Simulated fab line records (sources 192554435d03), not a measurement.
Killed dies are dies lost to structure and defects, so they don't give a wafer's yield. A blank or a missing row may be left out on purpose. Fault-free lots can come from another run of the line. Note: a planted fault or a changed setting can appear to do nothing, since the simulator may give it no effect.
Matching of chambers | flow n5-finfet | N5_BEOL_M7_ALD_77 on ald-metal-01 has 4 sister chambers
The step deposits TaN, target thk 2 nm, pulse time 2 s, purge time 3 s. 7 wafers are shown with their chamber, then 7 later ones without.

== WAFERS PAIRED WITH THEIR CHAMBERS ==
wafer  | chamber | heater-power-w (W)
L079.4 | 1       | 513
L086.3 | 1       | 537
L088.1 | 2       | 417
L088.2 | 0       | 438
L088.4 | 3       | 355
L091.1 | 3       | 350
L091.4 | 0       | 451

== WAFERS WHOSE CHAMBER IS MISSING ==
wafer  | heater-power-w (W)
L091.5 | 429
L095.2 | 519
L095.4 | 428
L095.6 | 529
L096.1 | 356
L096.5 | 447
L096.6 | 528

== CHAMBER TAKEN BY EACH ==
wafer  | from the rows above     | in truth
L091.5 | can't be placed: 2 or 0 | 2
L095.2 | 1                       | 1
L095.4 | can't be placed: 2 or 0 | 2
L095.6 | 1                       | 1
L096.1 | 3                       | 3
L096.5 | 0                       | 0
L096.6 | 1                       | 1
Correctly placed: 5 of 7. Cannot be placed on the basis of these rows: 2; the candidates contain the true chamber in 2. Number placed wrongly: 0.
How it was worked out, from the rows above alone: a wafer's distance from a chamber is the root of the sum, over the readings, of the square of ((its reading less the chamber's mean) divided by the reading's scatter). The wafer belongs to the nearest chamber; if the next one is less than 2 further off, it can't be placed. For every chamber, the mean is computed from those of its wafers that are shown. How the scatter is found: for the shown wafers, subtract from each reading the mean of its chamber, square and add these, divide the total by (wafers less chambers), then take the root.
